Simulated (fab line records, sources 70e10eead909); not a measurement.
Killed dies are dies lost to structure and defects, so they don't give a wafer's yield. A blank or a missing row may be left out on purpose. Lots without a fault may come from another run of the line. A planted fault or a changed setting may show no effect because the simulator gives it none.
fab line records | flow nand_harc
record lots=6 wafers=18 last_day=34
route steps=1302 shown P_STI@88 END@1302
lots that met no fault: from a run of the same line without faults
start_h: hours from the record's first day to the start of the lot's first wafer shown | wait_h: hours since the lot's step before | " the same as in the row above | L1.1+2: a row that stands for several wafers | - no value, or no start given | * or withheld: withheld | < > ~ a bound
route shown NAME@n: a module of which the file shows steps, and the number in the route of the first | usual: mean/standard deviation of fault-free wafers | same: alike in all rows | chamber/n: place in a boat | sites: the reading at each site | _std_site: their standard deviation | _edge_site: outer sites' mean less inner sites' | radius_mm: how far each site lies from the wafer's centre | mask NAME#n: copy n | behind: the tool/chamber that last shaped the wafer | hold: why the lot was held/for how many hours/how that ended | device: the transistor (n, p or np) that didn't switch | end of line: the same wafers' tests at the end of the route | a step without rows: its recipe alone | killed: dies lost to structure and defects at the first sort, not the wafer's yield | map: a wafer's dies, x killed, . not, _ none there
set.NAME: the setting as run; set.NAME@STEP: as run at that earlier step | model.NAME: the simulator's own value behind a step, which no gauge read
lots at some steps of the route; a table a step, a row a wafer
services: from which hour (start_h, from the record's first day; less than 0 if before it) a tool's chamber was out of use, for how many hours, and why
## steps
# step NHARC_P_STI_ETCH_42
# recipe target_depth_a=800 overetch_a=240 time_s=61 ion_energy_ev=200 n2_flow_sccm=150 h2_flow_sccm=150 ar_flow_sccm=0 rf_w=400 bias_w=150 chemistry=N2/H2
# usual drypump_motor_current_A=5.7/0.39 oes_product_au=1.001/0.011 rf_vpp_V=430.4/2.8 showerhead_plenum_p_Torr=2.03/0.096 throttle_valve_pct=14.170/0.0093
# columns lot.wafer tool chamber start_h wait_h drypump_motor_current_A oes_product_au rf_hours_counter_h rf_vpp_V showerhead_plenum_p_Torr throttle_valve_pct
L808.1 rie_diel-13 2 74.36 0.1 6.1 0.993 2.8 426.4 1.90 14.184
L808.2 " 0 " " 6.5 1.019 3.6 434.5 2.15 14.178
L808.4 " 2 " " 6.1 0.985 - 426.8 1.90 14.188
L810.2 rie_diel-10 0 93.23 0.1 5.7 1.011 1.6 429.2 2.00 14.160
L810.3 " 3 " " 5.7 0.998 1.5 426.9 1.89 14.173
L810.6 " 1 " " 5.3 1.015 - 434.1 2.18 14.183
L814.4 rie_diel-10 0 135.72 0.1 5.7 1.008 4.7 430.4 2.00 14.161
L814.6 " 0 " " 5.6 1.001 - 428.9 2.00 14.162
L814.5 " 1 " " 5.3 1.020 - 433.2 2.18 14.177
L815.1 rie_diel-10 0 143.89 0.1 5.7 0.993 6.0 428.3 2.00 14.174
L815.4 " 2 " " 5.8 1.008 6.5 430.9 2.09 14.172
L815.5 " 0 " " 5.7 0.998 - 427.7 2.00 14.173
L821.1 rie_diel-13 1 207.22 0.1 5.9 0.982 1.6 431.9 2.11 14.162
L821.4 " 0 " " 6.5 1.013 1.4 433.1 2.15 14.158
L821.5 " 1 " " 5.8 1.001 - 432.7 2.11 14.161
L828.4 rie_diel-10 3 274.58 0.1 5.7 1.021 1.5 427.0 1.89 14.173
L828.2 " 1 " " 5.3 1.001 1.6 433.1 2.18 14.173
L828.6 " 2 " " 5.8 0.992 - 432.2 2.08 14.153
# step NHARC_P_STI_ETCH_31
# recipe target_depth_a=1089 time_s=54.5 cf4_flow_sccm=100 chf3_flow_sccm=30 ar_flow_sccm=0 rf_w=500 bias_w=200 chemistry=CF4/CHF3
# usual drypump_motor_current_A=5.7/0.38 oes_product_au=0.959/0.018 rf_vpp_V=370.3/2.5 showerhead_plenum_p_Torr=1.57/0.067 throttle_valve_pct=16.802/0.0089
# columns lot.wafer tool chamber start_h wait_h drypump_motor_current_A oes_product_au rf_hours_counter_h rf_vpp_V showerhead_plenum_p_Torr throttle_valve_pct
L808.2 rie_diel-13 2 - - 6.1 0.918 2.8 367.0 1.48 16.790
L808.1 " 3 " " 5.6 0.941 2.9 371.7 1.63 16.813
L808.4 " 2 " " 6.1 0.917 - 366.4 1.48 16.798
L810.3 rie_diel-10 1 - - 5.3 0.969 2.0 374.5 1.68 16.816
L810.2 " 2 " " 5.8 0.964 1.8 372.7 1.61 16.794
L810.6 " 1 " " 5.3 0.974 - 375.1 1.68 16.797
L814.4 rie_diel-10 3 - - 5.6 0.980 4.8 368.5 1.47 16.823
L814.6 " 0 " " 5.6 0.975 - 368.2 1.55 16.804
L814.5 " 1 " " 5.3 0.970 - 373.9 1.67 16.803
L815.4 rie_diel-10 0 - - 5.7 0.959 6.0 368.5 1.55 16.807
L815.1 " 2 " " 5.8 0.978 6.5 370.0 1.61 16.789
L815.5 " 1 " " 5.3 0.982 - 374.6 1.67 16.799
L821.4 rie_diel-13 2 - - 6.1 0.961 1.8 366.6 1.48 16.796
L821.1 " 3 " " 5.6 0.958 1.6 371.1 1.62 16.791
L821.5 " 3 " " 5.6 0.954 - 373.6 1.62 16.799
L828.2 rie_diel-10 0 - - 5.6 0.950 1.3 369.7 1.54 16.801
L828.4 " 2 " " 5.8 0.960 1.8 370.5 1.60 16.780
L828.6 " 3 " " 5.6 0.983 - 367.4 1.47 16.802
# step NHARC_P_STI_ETCH_15
# recipe target_depth_a=3000 taper_deg=4 time_s=100.1 hbr_flow_sccm=150 cl2_flow_sccm=50 rf_w=400 icp_w=400 bias_w=100 chemistry=HBr/Cl2
# usual drypump_motor_current_A=5.6/0.42 oes_product_au=1.008/0.011 throttle_valve_pct=26.406/0.0089
# columns lot.wafer tool chamber start_h wait_h drypump_motor_current_A oes_product_au rf_hours_counter_h throttle_valve_pct
L808.4 rie_si-04 2 74.57 - 5.9 1.011 0.50 26.405
L808.2 " 3 " " 5.0 1.002 0.47 26.398
L808.1 " 0 " " 5.8 1.003 0.39 26.409
L810.2 rie_si-04 3 93.42 - 5.0 1.003 0.60 26.402
L810.3 " 2 " " 5.9 1.012 0.63 26.406
L810.6 " 0 " " 5.8 0.996 - 26.414
L814.4 rie_si-04 1 135.91 - 5.4 1.025 0.70 26.419
L814.6 " 1 " " 5.4 1.018 - 26.403
L814.5 " 2 " " 5.9 1.021 - 26.400
L815.4 rie_si-06 3 144.08 - 5.5 1.015 0.41 26.411
L815.1 " 2 " " 5.3 0.995 0.35 26.424
L815.5 " 3 " " 5.5 1.006 - 26.406
L821.4 rie_si-05 3 207.44 - 6.5 0.995 0.51 26.390
L821.1 " 0 " " 5.9 1.014 0.59 26.404
L821.5 " 1 " " 5.1 0.990 - 26.407
L828.4 rie_si-04 2 274.80 - 5.9 1.026 0.52 26.404
L828.2 " 3 " " 5.0 1.019 0.76 26.405
L828.6 " 1 " " 5.4 1.018 - 26.411
# step NHARC_P_STI_CD_MEAS_16
# usual cd_nm=199.4/2.8
# columns lot.wafer tool chamber start_h wait_h cd_nm
L808.1 cd_sem-03 - 74.74 - 193.5
L808.2 " - " " 197.8
L808.4 " - " " 195.9
L810.2 cd_sem-03 - 93.58 - 202.0
L810.3 " - " " 200.8
L810.6 " - " " 200.2
L814.4 cd_sem-02 - 136.08 - 196.4
L814.5 " - " " 197.2
L814.6 " - " " 198.0
L815.1 cd_sem-02 - 144.24 - 195.8
L815.4 " - " " 195.8
L815.5 " - " " 197.4
L821.1 cd_sem-03 - 207.57 - 205.0
L821.4 " - " " 200.9
L821.5 " - " " 201.7
L828.2 cd_sem-02 - 274.94 - 200.6
L828.4 " - " " 208.1
L828.6 " - " " 203.0
# step NHARC_P_STI_OCD_MEAS_17
# usual trench_depth_nm=305/4.4 trench_foot_cd_nm=157.3/2.8
# columns lot.wafer tool chamber start_h wait_h trench_depth_nm trench_foot_cd_nm
L808.1 ocd-02 - 74.82 0.1 306 151.7
L808.2 " - " " 304 155.6
L808.4 " - " " 306 153.9
L810.2 ocd-01 - 93.67 0.1 301 160.4
L810.3 " - " " 305 157.7
L810.6 " - " " 301 157.5
L814.4 ocd-01 - 136.17 0.1 310 154.6
L814.5 " - " " 307 154.5
L814.6 " - " " 311 155.6
L815.1 ocd-02 - 144.33 0.1 298 155.0
L815.4 " - " " 306 154.8
L815.5 " - " " 306 156.5
L821.1 ocd-02 - 207.66 0.1 310 164.3
L821.4 " - " " 302 159.0
L821.5 " - " " 300 161.4
L828.2 ocd-01 - 275.03 0.1 308 157.7
L828.4 " - " " 312 163.9
L828.6 " - " " 308 160.7
# step NHARC_P_STI_STRIP_19
# recipe time_s=900 temp_c=130 chemistry=SPM
# step NHARC_P_STI_PRECLEAN_32
# recipe time_s=* temp_c=50 bath_age_min=0 chemistry=SC1
# step NHARC_P_STI_SRD_23
# step NHARC_P_STI_OCD_MEAS_43
# usual trench_depth_nm=305/4.4 trench_foot_cd_nm=157.3/2.8
# columns lot.wafer tool chamber start_h wait_h trench_depth_nm trench_foot_cd_nm
L808.1 ocd-01 - 75.33 - 305 151.6
L808.2 " - " " 304 155.6
L808.4 " - " " 305 153.9
L810.2 ocd-02 - 94.18 - 300 160.7
L810.3 " - " " 305 157.5
L810.6 " - " " 301 157.7
L814.4 ocd-02 - 136.68 - 310 154.5
L814.5 " - " " 307 154.3
L814.6 " - " " 311 156.5
L815.1 ocd-01 - 144.83 - 298 154.6
L815.4 " - " " 306 153.8
L815.5 " - " " 305 155.5
L821.1 ocd-01 - 208.16 - 310 163.8
L821.4 " - " " 302 159.3
L821.5 " - " " 299 161.9
L828.2 ocd-02 - 275.55 - 309 157.3
L828.4 " - " " 311 163.7
L828.6 " - " " 308 160.9
# step NHARC_P_STI_OXIDE_33
# recipe target_thk_a=100 temp_c=1000 ox_time_s=281 material=SiO2
# step NHARC_P_STI_HDPCVD_20
# recipe target_thk_a=withheld sigma_open_frac=withheld material=SiO2
# step NHARC_P_STI_ANNEAL_34
# recipe temp_c=1000 time_s=1800
# step NHARC_P_STI_CMP_21
# recipe t_overpolish_s=20 target_thk_nm=380.67
# usual edge_zone_pressure_frac=1.001/0.0048 motor_current_A=11.8/1.2 overpolish_run_s=20.001/0.0089
# columns lot.wafer tool chamber start_h wait_h edge_zone_pressure_frac motor_current_A overpolish_run_s
L808.2 cmp-01 2 95.40 0.4 0.998 11.1 20.014
L808.4 " 3 " " 1.006 11.2 20.001
L808.1 " 0 " " 0.999 11.5 20.005
L810.2 cmp-01 0 110.99 0.4 1.002 11.1 20.015
L810.3 " 3 " " 1.000 11.4 20.012
L810.6 " 0 " " 1.004 11.4 19.997
L814.4 cmp-01 0 154.81 0.4 - - -
L814.6 " 0 " " - - -
L814.5 " 1 " " - - -
L815.4 cmp-04 2 161.63 0.4 - - -
L815.1 " 3 " " - - -
L815.5 " 2 " " - - -
L821.4 cmp-04 0 227.77 0.4 0.994 11.4 19.987
L821.1 " 2 " " 0.992 12.3 19.997
L821.5 " 0 " " 0.992 12.0 19.987
L828.2 cmp-04 1 294.08 0.4 1.007 9.7 20.005
L828.4 " 2 " " 1.003 12.7 19.996
L828.6 " 0 " " 0.998 12.2 20.008
# step NHARC_END_SORT_01
# recipe temp_c=25
# usual killed_at_array=56/19 killed_at_other=1.0/1.3 killed_at_periphery=3.8/2.2 killed_dies=61/19 killed_open=3.1/1.9 killed_short=2.3/1.5
# same gross_dies=677
# columns lot.wafer tool chamber start_h wait_h killed_at_array killed_at_other killed_at_periphery killed_dies killed_open killed_short
L810.2 prober-01 0 601.38 2.8 51 1 9 61 7 1
L810.3 prober-01 0 602.17 3.1 54 2 7 63 5 2
L810.6 prober-01 0 604.54 4.0 53 3 2 58 3 6
L815.1 prober-01 0 648.37 2.5 42 1 634 677 1 3
L815.4 prober-01 0 650.76 3.4 58 2 617 677 3 2
L815.5 prober-01 0 651.56 3.7 65 1 611 677 1 1
L814.4 prober-02 0 650.68 3.4 54 2 621 677 6 0
L814.5 prober-02 0 651.48 3.7 64 1 612 677 3 1
L814.6 prober-02 0 652.27 4.0 58 2 617 677 4 3
# killed by level:class
L810.2 A_CHANNEL_HOLE_D2:chamber_film_flake=35 P_M2:chamber_film_flake=4 A_CHANNEL_HOLE_D1:chamber_film_flake=3 A_CHANNEL_FILL_D1:geometric_particle:open=2 A_STAIRCASE:chamber_film_flake=2 P_CONTACT:geometric_particle:short=1 P_CONTACT:geometric_particle:open=1 A_ONON_D1:geometric_particle:open=1
L810.3 A_CHANNEL_HOLE_D2:chamber_film_flake=31 P_M2:chamber_film_flake=4 A_CHANNEL_FILL_D2:chamber_film_flake=3 A_WL_FILL:chamber_film_flake=3 A_CONTACT:chamber_film_flake=3 A_STAIRCASE:chamber_film_flake=2 A_CHANNEL_FILL_D1:geometric_particle:open=2 A_ZERO_WELL:chamber_film_flake=2
L810.6 A_CHANNEL_HOLE_D2:chamber_film_flake=32 A_CONTACT:chamber_film_flake=6 THIN_TSV:chamber_film_flake=3 A_CHANNEL_HOLE_D1:chamber_film_flake=3 A_ONON_D2:geometric_particle:short=2 P_CONTACT:geometric_particle:open=1 A_ONON_D1:geometric_particle:short=1 A_ONON_D1:geometric_particle:open=1
L815.1 P_STI:area_cmp=634 A_SLIT:chamber_film_flake=20 A_CHANNEL_HOLE_D2:chamber_film_flake=6 A_STAIRCASE:chamber_film_flake=5 A_CHANNEL_FILL_D1:geometric_particle:short=2 A_CHANNEL_HOLE_D1:chamber_film_flake=2 A_DECK1_JOINT:chamber_film_flake=2 A_BLC:chamber_film_flake=2
L814.4 P_STI:area_cmp=618 A_SLIT:chamber_film_flake=25 A_CHANNEL_HOLE_D2:chamber_film_flake=10 A_CHANNEL_HOLE_D1:chamber_film_flake=4 A_CONTACT:chamber_film_flake=4 A_BLC:geometric_particle:open=2 A_CHANNEL_FILL_D1:chamber_film_flake=2 A_STAIRCASE:chamber_film_flake=2
L815.4 P_STI:area_cmp=616 A_SLIT:chamber_film_flake=21 A_CHANNEL_HOLE_D2:chamber_film_flake=10 A_CONTACT:chamber_film_flake=9 A_CHANNEL_HOLE_D1:chamber_film_flake=6 A_STAIRCASE:chamber_film_flake=5 THIN_TSV:chamber_film_flake=2 P_CONTACT:geometric_particle:open=1
L814.5 P_STI:area_cmp=605 A_SLIT:chamber_film_flake=31 A_CHANNEL_HOLE_D2:chamber_film_flake=12 A_SGD_CUT:chamber_film_flake=5 A_STAIRCASE:chamber_film_flake=4 A_CONTACT:chamber_film_flake=4 P_BONDPAD:chamber_film_flake=3 A_CHANNEL_HOLE_D1:chamber_film_flake=3
L815.5 P_STI:area_cmp=609 A_SLIT:chamber_film_flake=27 A_CHANNEL_HOLE_D2:chamber_film_flake=12 A_BLC:chamber_film_flake=8 A_STAIRCASE:chamber_film_flake=7 A_CONTACT:chamber_film_flake=6 A_CHANNEL_HOLE_D1:chamber_film_flake=4 P_GATE:geometric_particle:short=1
L814.6 P_STI:area_cmp=615 A_SLIT:chamber_film_flake=28 A_CHANNEL_HOLE_D2:chamber_film_flake=10 A_CHANNEL_HOLE_D1:chamber_film_flake=5 A_CONTACT:chamber_film_flake=5 P_M0:geometric_particle:open=1 P_M1:geometric_particle:open=1 A_ONON_D1:geometric_particle:short=1
# map L814.4 (x killed, . not)
____________x____________
_________xxxxxxx_________
_______xxxxxxxxxxx_______
______xxxxxxxxxxxxx______
_____xxxxxxxxxxxxxxx_____
____xxxxxxxxxxxxxxxxx____
____xxxxxxxxxxxxxxxxx____
___xxxxxxxxxxxxxxxxxxx___
___xxxxxxxxxxxxxxxxxxx___
__xxxxxxxxxxxxxxxxxxxxx__
__xxxxxxxxxxxxxxxxxxxxx__
_xxxxxxxxxxxxxxxxxxxxxxx_
_xxxxxxxxxxxxxxxxxxxxxxx_
_xxxxxxxxxxxxxxxxxxxxxxx_
_xxxxxxxxxxxxxxxxxxxxxxx_
_xxxxxxxxxxxxxxxxxxxxxxx_
xxxxxxxxxxxxxxxxxxxxxxxxx
xxxxxxxxxxxxxxxxxxxxxxxxx
xxxxxxxxxxxxxxxxxxxxxxxxx
xxxxxxxxxxxxxxxxxxxxxxxxx
xxxxxxxxxxxxxxxxxxxxxxxxx
_xxxxxxxxxxxxxxxxxxxxxxx_
_xxxxxxxxxxxxxxxxxxxxxxx_
_xxxxxxxxxxxxxxxxxxxxxxx_
_xxxxxxxxxxxxxxxxxxxxxxx_
_xxxxxxxxxxxxxxxxxxxxxxx_
__xxxxxxxxxxxxxxxxxxxxx__
__xxxxxxxxxxxxxxxxxxxxx__
___xxxxxxxxxxxxxxxxxxx___
___xxxxxxxxxxxxxxxxxxx___
____xxxxxxxxxxxxxxxxx____
____xxxxxxxxxxxxxxxxx____
_____xxxxxxxxxxxxxxx_____
______xxxxxxxxxxxxx______
_______xxxxxxxxxxx_______
_________xxxxxxx_________
____________x____________
# map L815.1 (x killed, . not)
____________x____________
_________xxxxxxx_________
_______xxxxxxxxxxx_______
______xxxxxxxxxxxxx______
_____xxxxxxxxxxxxxxx_____
____xxxxxxxxxxxxxxxxx____
____xxxxxxxxxxxxxxxxx____
___xxxxxxxxxxxxxxxxxxx___
___xxxxxxxxxxxxxxxxxxx___
__xxxxxxxxxxxxxxxxxxxxx__
__xxxxxxxxxxxxxxxxxxxxx__
_xxxxxxxxxxxxxxxxxxxxxxx_
_xxxxxxxxxxxxxxxxxxxxxxx_
_xxxxxxxxxxxxxxxxxxxxxxx_
_xxxxxxxxxxxxxxxxxxxxxxx_
_xxxxxxxxxxxxxxxxxxxxxxx_
xxxxxxxxxxxxxxxxxxxxxxxxx
xxxxxxxxxxxxxxxxxxxxxxxxx
xxxxxxxxxxxxxxxxxxxxxxxxx
xxxxxxxxxxxxxxxxxxxxxxxxx
xxxxxxxxxxxxxxxxxxxxxxxxx
_xxxxxxxxxxxxxxxxxxxxxxx_
_xxxxxxxxxxxxxxxxxxxxxxx_
_xxxxxxxxxxxxxxxxxxxxxxx_
_xxxxxxxxxxxxxxxxxxxxxxx_
_xxxxxxxxxxxxxxxxxxxxxxx_
__xxxxxxxxxxxxxxxxxxxxx__
__xxxxxxxxxxxxxxxxxxxxx__
___xxxxxxxxxxxxxxxxxxx___
___xxxxxxxxxxxxxxxxxxx___
____xxxxxxxxxxxxxxxxx____
____xxxxxxxxxxxxxxxxx____
_____xxxxxxxxxxxxxxx_____
______xxxxxxxxxxxxx______
_______xxxxxxxxxxx_______
_________xxxxxxx_________
____________x____________
## services
# columns tool chamber start_h hours kind
cmp-01 - 58.20 2.3 repair
rie_si-04 1 58.61 2.2 repair
rie_diel-10 1 60.21 9.6 repair
rie_diel-10 - 65.50 9.0 pm
rie_si-04 0 67.29 1.9 repair
rie_diel-13 1 71.39 13.7 repair
cmp-04 - 79.61 1.2 repair
cmp-01 - 87.56 4.0 pm
cmp-04 - 89.83 1.8 repair
cmp-04 - 111.00 4.0 pm
rie_diel-13 2 113.02 9.4 repair
cmp-01 - 114.19 5.8 repair
cmp-04 - 121.71 2.1 repair
cmp-04 - 146.80 0.8 repair
rie_diel-13 - 165.00 9.0 pm
rie_si-04 - 165.00 9.0 pm
rie_diel-10 0 191.77 4.4 repair
rie_diel-13 3 213.86 12.8 repair
rie_si-04 2 234.33 6.5 repair
rie_diel-10 - 242.51 9.0 pm
rie_si-04 2 257.13 6.6 repair
rie_si-04 - 260.45 0.4 repair
rie_diel-13 - 274.15 1.1 repair
rie_diel-10 - 277.42 0.7 repair
## key
first_sign step=NHARC_P_STI_CMP_21 reading=tool_record direction=missing
effect step=NHARC_END_SORT_01 reading=killed_at_periphery direction=up sigmas=99+ usual=3.8 struck=618.7
more_kills_born_at NHARC_P_STI_CMP_21@cmp-04=1859 NHARC_P_STI_CMP_21@cmp-01=1838
met_at NHARC_P_STI_CMP_21
struck_wafers L814.4,L814.5,L814.6,L815.1,L815.4,L815.5
later_rows_left_out L814.4,L814.5,L814.6,L815.1,L815.4,L815.5
tester_left_out L814,L815
onset_between 110.99 154.81
fault kind=skipped_step_whole tool=cmp-01,cmp-04 chamber=- onset_h=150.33 steps=NHARC_P_STI_CMP_21 scope=struck_lots_only
# tester_left_out: of these lots the tester's yield and bins aren't shown, on N5 and GAA mostly nor the transistor test; their killed dies are dies lost to structure and defects alone, not to doping, threshold or leakage, so they don't give the yield
# later_rows_left_out: the simulator's readings of these wafers behind a module that went badly wrong aren't trusted and aren't shown, but for the sort
